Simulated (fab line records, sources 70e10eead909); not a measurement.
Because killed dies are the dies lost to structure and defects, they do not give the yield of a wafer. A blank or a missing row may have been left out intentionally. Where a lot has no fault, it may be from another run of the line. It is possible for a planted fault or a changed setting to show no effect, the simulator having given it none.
Chamber matching | flow nand harc | 4 sister chambers for NHARC_A_STAIRCASE_DESCUM_186 on rie diel-11
The step chemistry O2, time 3 s. 4 wafers are shown with their chamber, then 11 later ones without.

WAFERS, EACH WITH ITS CHAMBER
wafer  | chamber | showerhead plenum p Torr (Torr)
L078.6 | 2       | 1.85
L082.1 | 3       | 2.06
L082.3 | 0       | 2.04
L085.3 | 1       | 1.89

WAFERS MISSING THEIR CHAMBER
wafer  | showerhead plenum p Torr (Torr)
L085.5 | 1.89
L085.6 | 1.84
L089.1 | 2.05
L089.3 | 1.84
L089.4 | 1.88
L091.2 | 1.88
L091.3 | 2.03
L091.6 | 1.83
L097.2 | 2.02
L097.4 | 1.87
L097.5 | 2.04

THE CHAMBER EACH PASSED THROUGH
wafer  | from the rows above     | in truth
L085.5 | 1                       | 1
L085.6 | 2                       | 2
L089.1 | can't be placed: 0 or 3 | 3
L089.3 | 2                       | 2
L089.4 | can't be placed: 1 or 2 | 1
L091.2 | can't be placed: 1 or 2 | 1
L091.3 | can't be placed: 0 or 3 | 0
L091.6 | 2                       | 2
L097.2 | can't be placed: 0 or 3 | 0
L097.4 | can't be placed: 1 or 2 | 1
L097.5 | can't be placed: 0 or 3 | 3
4 of 11 placed correctly. From these rows, 7 cannot be placed; in 7 the true chamber is one of the candidates. Number placed wrongly: 0.
How it was worked out, from the rows above alone: a wafer's distance from a chamber is the root of the sum, over the readings, of the square of ((its reading less the chamber's mean) divided by the reading's scatter). The wafer belongs to the nearest chamber; if the next one is less than 2 further off, it can't be placed. The mean given for a chamber averages the wafers shown for that chamber. The scatter: root of mean squared gap, hidden wafer to nearest shown wafer, with one shown wafer a chamber.
